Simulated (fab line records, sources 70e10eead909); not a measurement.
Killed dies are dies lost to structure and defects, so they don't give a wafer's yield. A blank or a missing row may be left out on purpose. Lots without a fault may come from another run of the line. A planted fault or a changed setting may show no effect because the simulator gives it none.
Which tool did it? | flow nand_harc | 24 lots, 72 wafers sampled, at 6 steps of a route of 1302

WHAT THE GAUGES READ, wafer by wafer
The record holds no reading of a measuring or inspecting step that can be judged against a usual standard deviation.

WHICH TOOL RAN EACH LOT (tool, then ch and the chambers of the sampled wafers, then the start)
lot  | NHARC_A_STAIRCASE_ETCHBACK_416                | NHARC_A_STAIRCASE_DEP_151       | NHARC_A_SGD_CUT_DEP_00          | NHARC_A_SGD_CUT_ETCH_59                       | NHARC_A_SGD_CUT_ETCH_16                       | NHARC_A_SLIT_DEP_23
L074 | rie_diel-12 ch 0,2,3, day 17 11:05 or earlier | pecvd-04 ch 0,1,2, day 17 11:05 | pecvd-02 ch 0,1,2, day 18 21:01 | rie_diel-09 ch 1,2,3, day 19 11:16 or earlier | rie_diel-09 ch 0,1,3, day 19 11:16 or earlier | pecvd-03 ch 1,2, day 19 11:16
L075 | rie_diel-05 ch 0,1,2, day 17 20:22 or earlier | pecvd-03 ch 1,2, day 17 20:22   | pecvd-01 ch 0,1, day 19 07:26   | rie_diel-03 ch 0,3, day 19 21:18 or earlier   | rie_diel-03 ch 0,1,3, day 19 21:18 or earlier | pecvd-03 ch 0,1, day 19 21:18
L076 | rie_diel-05 ch 0,1, day 18 07:28 or earlier   | pecvd-03 ch 0,1, day 18 07:28   | pecvd-02 ch 1,2, day 19 16:19   | rie_diel-11 ch 1,2, day 20 06:05 or earlier   | rie_diel-11 ch 0,1, day 20 06:05 or earlier   | pecvd-02 ch 1,2, day 20 06:05
L078 | rie_diel-04 ch 0,1, day 18 18:55 or earlier   | pecvd-01 ch 1,2, day 18 18:55   | pecvd-01 ch 0,2, day 20 02:59   | rie_diel-09 ch 0,1, day 20 14:59 or earlier   | rie_diel-09 ch 1,3, day 20 14:59 or earlier   | pecvd-02 ch 0,2, day 20 14:59
L077 | rie_diel-04 ch 0,1,2, day 18 18:55 or earlier | pecvd-04 ch 0,1,2, day 18 18:55 | pecvd-02 ch 0,2, day 20 04:08   | rie_diel-11 ch 1,2,3, day 20 14:55 or earlier | rie_diel-11 ch 0,1, day 20 14:55 or earlier   | pecvd-03 ch 0,1, day 20 14:55
L079 | rie_diel-04 ch 0,2,3, day 19 18:43 or earlier | pecvd-01 ch 0,1,2, day 19 18:43 | pecvd-02 ch 0,1, day 21 04:28   | rie_diel-03 ch 0,1,2, day 21 17:52 or earlier | rie_diel-03 ch 1,3, day 21 17:52 or earlier   | pecvd-03 ch 0,1,2, day 21 17:52
L081 | rie_diel-04 ch 0,1, day 20 11:29 or earlier   | pecvd-01 ch 0,1,2, day 20 11:29 | pecvd-04 ch 0,1,2, day 21 21:15 | rie_diel-11 ch 0,1,3, day 22 09:06 or earlier | rie_diel-11 ch 0,1,2, day 22 09:06 or earlier | pecvd-01 ch 0,1,2, day 22 09:06
L080 | rie_diel-12 ch 0,2, day 20 15:24 or earlier   | pecvd-04 ch 1,2, day 20 15:24   | pecvd-04 ch 0,1,2, day 21 20:08 | rie_diel-03 ch 2,3, day 22 10:49 or earlier   | rie_diel-03 ch 0,1, day 22 10:49 or earlier   | pecvd-01 ch 0,1,2, day 22 10:49
L082 | rie_diel-05 ch 0,1, day 20 23:35 or earlier   | pecvd-01 ch 0,2, day 20 23:35   | pecvd-01 ch 0,2, day 22 11:46   | rie_diel-09 ch 1,2,3, day 22 23:33 or earlier | rie_diel-09 ch 0,1,3, day 22 23:33 or earlier | pecvd-01 ch 0,1, day 22 23:33
L084 | rie_diel-04 ch 2,3, day 21 18:53 or earlier   | pecvd-03 ch 0,1,2, day 21 18:53 | pecvd-02 ch 0,1,2, day 23 07:27 | rie_diel-09 ch 1,2,3, day 23 19:02 or earlier | rie_diel-09 ch 0,1,3, day 23 19:02 or earlier | pecvd-02 ch 0,1,2, day 23 19:02
L083 | rie_diel-12 ch 0,2,3, day 21 18:56 or earlier | pecvd-04 ch 0,1,2, day 21 18:56 | pecvd-01 ch 0,1, day 23 07:34   | rie_diel-11 ch 0,2,3, day 23 19:14 or earlier | rie_diel-11 ch 1,2,3, day 23 19:14 or earlier | pecvd-02 ch 0,1,2, day 23 19:14
L085 | rie_diel-04 ch 0,1,2, day 22 01:35 or earlier | pecvd-04 ch 1,2, day 22 01:35   | pecvd-04 ch 0,2, day 23 07:44   | rie_diel-03 ch 0,1,2, day 23 21:03 or earlier | rie_diel-03 ch 0,3, day 23 21:03 or earlier   | pecvd-01 ch 0,1, day 23 21:03
L086 | rie_diel-12 ch 0,1, day 22 11:12 or earlier   | pecvd-03 ch 0,1, day 22 11:12   | pecvd-01 ch 1,2, day 23 19:59   | rie_diel-11 ch 1,2, day 24 11:43 or earlier   | rie_diel-11 ch 0,2,3, day 24 11:43 or earlier | pecvd-02 ch 0,1,2, day 24 11:43
L087 | rie_diel-04 ch 0,2,3, day 22 16:47 or earlier | pecvd-01 ch 0,2, day 22 16:47   | pecvd-02 ch 0,1, day 23 19:43   | rie_diel-09 ch 0,1,2, day 24 10:59 or earlier | rie_diel-09 ch 0,1,3, day 24 10:59 or earlier | pecvd-01 ch 0,1, day 24 10:59
L089 | rie_diel-12 ch 0,2,3, day 23 10:08 or earlier | pecvd-04 ch 0,1,2, day 23 10:08 | pecvd-02 ch 0,1,2, day 24 19:03 | rie_diel-11 ch 0,1,3, day 25 06:50 or earlier | rie_diel-11 ch 0,1,3, day 25 06:50 or earlier | pecvd-01 ch 0,1,2, day 25 06:50
L088 | rie_diel-04 ch 0,2,3, day 23 10:14 or earlier | pecvd-03 ch 0,1,2, day 23 10:14 | pecvd-04 ch 0,2, day 24 18:59   | rie_diel-03 ch 1,3, day 25 07:01 or earlier   | rie_diel-03 ch 0,1,3, day 25 07:01 or earlier | pecvd-02 ch 0,1, day 25 07:01
L090 | rie_diel-04 ch 2,3, day 24 13:08 or earlier   | pecvd-04 ch 0,1,2, day 24 13:08 | pecvd-04 ch 0,1,2, day 25 21:49 | rie_diel-03 ch 0,1,3, day 26 08:20 or earlier | rie_diel-03 ch 0,1,2, day 26 08:20 or earlier | pecvd-02 ch 0,2, day 26 08:20
L091 | rie_diel-04 ch 0,1,3, day 24 13:08 or earlier | pecvd-03 ch 0,1,2, day 24 13:08 | pecvd-01 ch 0,1,2, day 25 20:40 | rie_diel-09 ch 1,2,3, day 26 09:43 or earlier | rie_diel-09 ch 0,1,2, day 26 09:43 or earlier | pecvd-01 ch 0,1,2, day 26 09:43
L093 | rie_diel-12 ch 1,3, day 25 01:29              | pecvd-04 ch 0,2, day 25 13:38   | pecvd-02 ch 0,1,2, day 27 02:37 | rie_diel-09 ch 0,2,3, day 27 14:31 or earlier | rie_diel-09 ch 1,2, day 27 14:31 or earlier   | pecvd-02 ch 0,2, day 27 14:31
L092 | rie_diel-05 ch 0,2, day 25 13:38 or earlier   | pecvd-01 ch 0,1,2, day 25 13:38 | pecvd-02 ch 0,1, day 27 03:22   | rie_diel-11 ch 0,2, day 27 14:56 or earlier   | rie_diel-11 ch 0,1,3, day 27 14:56 or earlier | pecvd-03 ch 0,1,2, day 27 14:56
L094 | rie_diel-04 ch 1,2, day 25 20:15 or earlier   | pecvd-03 ch 1,2, day 25 20:15   | pecvd-01 ch 0,1, day 27 02:22   | rie_diel-11 ch 0,2, day 27 17:05 or earlier   | rie_diel-11 ch 0,2,3, day 27 17:05 or earlier | pecvd-02 ch 0,2, day 27 17:05
L095 | rie_diel-05 ch 1,3, day 26 11:34 or earlier   | pecvd-03 ch 0,1, day 26 11:34   | pecvd-02 ch 0,1, day 27 18:58   | rie_diel-11 ch 0,2,3, day 28 07:04 or earlier | rie_diel-11 ch 2,3, day 28 07:04 or earlier   | pecvd-01 ch 0,2, day 28 07:04
L096 | rie_diel-04 ch 0,1,2, day 26 14:32 or earlier | pecvd-01 ch 0,1, day 26 14:32   | pecvd-01 ch 0,1,2, day 27 19:08 | rie_diel-09 ch 0,1,3, day 28 07:14 or earlier | rie_diel-09 ch 1,2,3, day 28 07:14 or earlier | pecvd-01 ch 0,2, day 28 07:14
L097 | rie_diel-05 ch 1,2,3, day 27 01:44 or earlier | pecvd-03 ch 0,1,2, day 27 01:44 | pecvd-02 ch 0,1,2, day 28 10:05 | rie_diel-11 ch 0,1,2, day 28 22:50 or earlier | rie_diel-11 ch 0,1,3, day 28 22:50 or earlier | pecvd-02 ch 0,1,2, day 28 22:50
- NHARC_A_STAIRCASE_ETCHBACK_416: etches the open film in C4F8/O2/Ar, target depth 36 nm, time 7.2 s.
- NHARC_A_STAIRCASE_DEP_151: deposits SiO2, target thk 7200 nm.
- NHARC_A_SGD_CUT_DEP_00: deposits SiNx, target thk 50 nm.
- NHARC_A_SGD_CUT_ETCH_59: etches the open film in N2/H2, target depth 260 nm, time 406.25 s.
- NHARC_A_SGD_CUT_ETCH_16: etches the open film in C4F8/O2/Ar, target depth 310.5 nm, time 155.2 s.
- NHARC_A_SLIT_DEP_23: deposits SiON, target thk 100 nm.

WHAT THE TOOLS THEMSELVES READ (means of the sampled wafers that have a number; where no wafer has one, the mark that the record gives instead)
NHARC_A_STAIRCASE_ETCHBACK_416. Usual: oes_product_au 0.935 a.u., standard deviation 0.025; rf_vpp_V 722 V, standard deviation 3.4.
lot  | tool        | oes_product_au (a.u.) | rf_vpp_V (V) | flag
L074 | rie_diel-12 | 0.931                 | 721          |
L075 | rie_diel-05 | 0.930                 | 720          |
L076 | rie_diel-05 | 0.922                 | 720          |
L078 | rie_diel-04 | 0.921                 | 725          |
L077 | rie_diel-04 | 0.930                 | 726          |
L079 | rie_diel-04 | 0.930                 | 724          |
L081 | rie_diel-04 | 0.934                 | 725          |
L080 | rie_diel-12 | 1.000                 | 720          |
L082 | rie_diel-05 | 0.929                 | 718          |
L084 | rie_diel-04 | 0.929                 | 723          |
L083 | rie_diel-12 | 0.915                 | 720          |
L085 | rie_diel-04 | 0.929                 | 726          |
L086 | rie_diel-12 | 0.944                 | 722          |
L087 | rie_diel-04 | 0.929                 | 725          |
L089 | rie_diel-12 | 0.916                 | 719          |
L088 | rie_diel-04 | 0.935                 | 724          |
L090 | rie_diel-04 | 0.944                 | 725          |
L091 | rie_diel-04 | 0.933                 | 724          |
L093 | rie_diel-12 | 0.915                 | 718          |
L092 | rie_diel-05 | 0.912                 | 720          |
L094 | rie_diel-04 | 0.943                 | 727          |
L095 | rie_diel-05 | 0.997                 | 718          |
L096 | rie_diel-04 | 0.938                 | 725          |
L097 | rie_diel-05 | 0.925                 | 718          |

NHARC_A_STAIRCASE_DEP_151. Usual: heater_power_w 673 W, standard deviation 90.
lot  | tool     | heater_power_w (W) | flag
L074 | pecvd-04 | 589                |
L075 | pecvd-03 | 672                |
L076 | pecvd-03 | 703                |
L078 | pecvd-01 | 682                |
L077 | pecvd-04 | 592                |
L079 | pecvd-01 | 739                |
L081 | pecvd-01 | 653                |
L080 | pecvd-04 | 620                |
L082 | pecvd-01 | 717                |
L084 | pecvd-03 | 734                |
L083 | pecvd-04 | 635                |
L085 | pecvd-04 | 620                |
L086 | pecvd-03 | 715                |
L087 | pecvd-01 | 773                |
L089 | pecvd-04 | 704                |
L088 | pecvd-03 | 680                |
L090 | pecvd-04 | 650                |
L091 | pecvd-03 | 734                |
L093 | pecvd-04 | 661                |
L092 | pecvd-01 | 702                |
L094 | pecvd-03 | 630                |
L095 | pecvd-03 | 770                |
L096 | pecvd-01 | 741                |
L097 | pecvd-03 | 624                |

NHARC_A_SGD_CUT_DEP_00. Usual: heater_power_w 728 W, standard deviation 95.
lot  | tool     | heater_power_w (W) | flag
L074 | pecvd-02 | 709                |
L075 | pecvd-01 | 782                |
L076 | pecvd-02 | 768                |
L078 | pecvd-01 | 731                |
L077 | pecvd-02 | 758                |
L079 | pecvd-02 | 647                |
L081 | pecvd-04 | 690                |
L080 | pecvd-04 | 685                |
L082 | pecvd-01 | 751                |
L084 | pecvd-02 | 730                |
L083 | pecvd-01 | 831                |
L085 | pecvd-04 | 733                |
L086 | pecvd-01 | 864                |
L087 | pecvd-02 | 649                |
L089 | pecvd-02 | 688                |
L088 | pecvd-04 | 654                |
L090 | pecvd-04 | 618                |
L091 | pecvd-01 | 825                |
L093 | pecvd-02 | 647                |
L092 | pecvd-02 | 700                |
L094 | pecvd-01 | 869                |
L095 | pecvd-02 | 643                |
L096 | pecvd-01 | 775                |
L097 | pecvd-02 | 708                |

NHARC_A_SGD_CUT_ETCH_59. Usual: drypump_motor_current_A 5.6 A, standard deviation 0.36; oes_product_au 0.996 a.u., standard deviation 0.012; rf_vpp_V 430.5 V, standard deviation 2.8; showerhead_plenum_p_Torr 2.04 Torr, standard deviation 0.096; throttle_valve_pct 14.172 %, standard deviation 0.0089.
lot  | tool        | drypump_motor_current_A (A) | oes_product_au (a.u.) | rf_vpp_V (V) | showerhead_plenum_p_Torr (Torr) | throttle_valve_pct (%) | flag
L074 | rie_diel-09 | 5.6                         | 0.993                 | 433.9        | 2.17                            | 14.179                 |
L075 | rie_diel-03 | 5.9                         | 0.994                 | 427.2        | 1.93                            | 14.167                 |
L076 | rie_diel-11 | 5.6                         | 1.006                 | 429.7        | 2.02                            | 14.183                 |
L078 | rie_diel-09 | 5.5                         | 1.000                 | 431.2        | 2.08                            | 14.173                 |
L077 | rie_diel-11 | 5.7                         | 0.989                 | 429.9        | 2.04                            | 14.164                 |
L079 | rie_diel-03 | 5.5                         | 0.990                 | 429.3        | 2.01                            | 14.167                 |
L081 | rie_diel-11 | 5.6                         | 0.998                 | 429.3        | 2.01                            | 14.172                 |
L080 | rie_diel-03 | 5.7                         | 0.988                 | 426.6        | 1.94                            | 14.179                 |
L082 | rie_diel-09 | 5.6                         | 0.999                 | 434.5        | 2.17                            | 14.181                 |
L084 | rie_diel-09 | 5.6                         | 0.999                 | 434.2        | 2.17                            | 14.174                 |
L083 | rie_diel-11 | 5.8                         | 0.998                 | 430.0        | 2.00                            | 14.188                 |
L085 | rie_diel-03 | 5.5                         | 0.990                 | 429.5        | 2.01                            | 14.169                 |
L086 | rie_diel-11 | 5.6                         | 1.001                 | 429.8        | 2.02                            | 14.168                 |
L087 | rie_diel-09 | 5.5                         | 0.996                 | 433.8        | 2.12                            | 14.178                 |
L089 | rie_diel-11 | 5.6                         | 0.998                 | 429.0        | 2.01                            | 14.170                 |
L088 | rie_diel-03 | 5.9                         | 0.995                 | 430.5        | 2.04                            | 14.163                 |
L090 | rie_diel-03 | 5.9                         | 0.989                 | 429.3        | 1.98                            | 14.170                 |
L091 | rie_diel-09 | 5.6                         | 1.000                 | 433.9        | 2.17                            | 14.172                 |
L093 | rie_diel-09 | 5.4                         | 0.989                 | 433.0        | 2.14                            | 14.172                 |
L092 | rie_diel-11 | 5.6                         | 1.006                 | 428.8        | 1.97                            | 14.178                 |
L094 | rie_diel-11 | 5.5                         | 1.014                 | 427.7        | 1.94                            | 14.169                 |
L095 | rie_diel-11 | 5.8                         | 1.001                 | 429.0        | 2.00                            | 14.170                 |
L096 | rie_diel-09 | 5.6                         | 0.984                 | 432.5        | 2.12                            | 14.169                 |
L097 | rie_diel-11 | 5.5                         | 1.008                 | 428.9        | 1.98                            | 14.172                 |

NHARC_A_SGD_CUT_ETCH_16. Usual: oes_product_au 0.970 a.u., standard deviation 0.014; rf_vpp_V 723 V, standard deviation 4.4.
lot  | tool        | oes_product_au (a.u.) | rf_vpp_V (V) | flag
L074 | rie_diel-09 | 0.963                 | 727          |
L075 | rie_diel-03 | 0.944                 | 722          |
L076 | rie_diel-11 | 0.992                 | 719          |
L078 | rie_diel-09 | 0.974                 | 729          |
L077 | rie_diel-11 | 0.979                 | 721          |
L079 | rie_diel-03 | 0.963                 | 721          |
L081 | rie_diel-11 | 0.973                 | 720          |
L080 | rie_diel-03 | 0.966                 | 721          |
L082 | rie_diel-09 | 0.963                 | 728          |
L084 | rie_diel-09 | 0.964                 | 727          |
L083 | rie_diel-11 | 0.975                 | 723          |
L085 | rie_diel-03 | 0.952                 | 718          |
L086 | rie_diel-11 | 0.967                 | 722          |
L087 | rie_diel-09 | 0.971                 | 727          |
L089 | rie_diel-11 | 0.971                 | 721          |
L088 | rie_diel-03 | 0.972                 | 721          |
L090 | rie_diel-03 | 0.968                 | 722          |
L091 | rie_diel-09 | 0.976                 | 727          |
L093 | rie_diel-09 | 0.976                 | 728          |
L092 | rie_diel-11 | 0.972                 | 721          |
L094 | rie_diel-11 | 0.977                 | 721          |
L095 | rie_diel-11 | 0.977                 | 722          |
L096 | rie_diel-09 | 0.978                 | 729          |
L097 | rie_diel-11 | 0.978                 | 721          |

NHARC_A_SLIT_DEP_23. Usual: chamber_pressure_Torr 3.500 Torr, standard deviation 0.0078; heater_power_w 793 W, standard deviation 96; showerhead_vpp_V 1156 V, standard deviation 52.
lot  | tool     | chamber_pressure_Torr (Torr) | heater_power_w (W) | showerhead_vpp_V (V) | flag
L074 | pecvd-03 | 3.506                        | 743                | 1217                 |
L075 | pecvd-03 | 3.507                        | 904                | 1186                 |
L076 | pecvd-02 | 3.489                        | 844                | 1114                 |
L078 | pecvd-02 | 3.500                        | 711                | 1114                 |
L077 | pecvd-03 | 3.502                        | 822                | 1188                 |
L079 | pecvd-03 | 3.505                        | 803                | 1185                 |
L081 | pecvd-01 | 3.493                        | 826                | 1200                 |
L080 | pecvd-01 | 3.506                        | 865                | 1185                 |
L082 | pecvd-01 | 3.496                        | 853                | 1132                 |
L084 | pecvd-02 | 3.502                        | 765                | 1120                 |
L083 | pecvd-02 | 3.497                        | 801                | 1127                 |
L085 | pecvd-01 | 3.510                        | 891                | 1176                 |
L086 | pecvd-02 | 3.496                        | 750                | 1112                 |
L087 | pecvd-01 | 3.495                        | 839                | 1165                 |
L089 | pecvd-01 | 3.493                        | 857                | 1167                 |
L088 | pecvd-02 | 3.499                        | 670                | 1113                 |
L090 | pecvd-02 | 3.496                        | 674                | 1116                 |
L091 | pecvd-01 | 3.499                        | 853                | 1177                 |
L093 | pecvd-02 | 3.496                        | 626                | 1119                 |
L092 | pecvd-03 | 3.509                        | 763                | 1199                 |
L094 | pecvd-02 | 3.505                        | 760                | 1107                 |
L095 | pecvd-01 | 3.495                        | 844                | 1149                 |
L096 | pecvd-01 | 3.508                        | 838                | 1199                 |
L097 | pecvd-02 | 3.490                        | 732                | 1109                 |

THE ANSWER, worked out from the rows above alone
Rule: a lot is off if the mean of its wafers that have a number lies more than 3 standard deviations from the usual mean. A lot without any number at a reading at which 4 lots or more have one is off too. The other lots that the step has rows for count as sound. The gauges are gone through in route order, then the tools' own readings, and for those a lot's mean is taken as printed above. The first step at which some lot is off is used, and at that step the reading that is off furthest; a lot without a number counts as furthest.
No lot is off at any reading shown: from this, nothing can be told.

WHAT THE SIMULATOR HAD PUT IN
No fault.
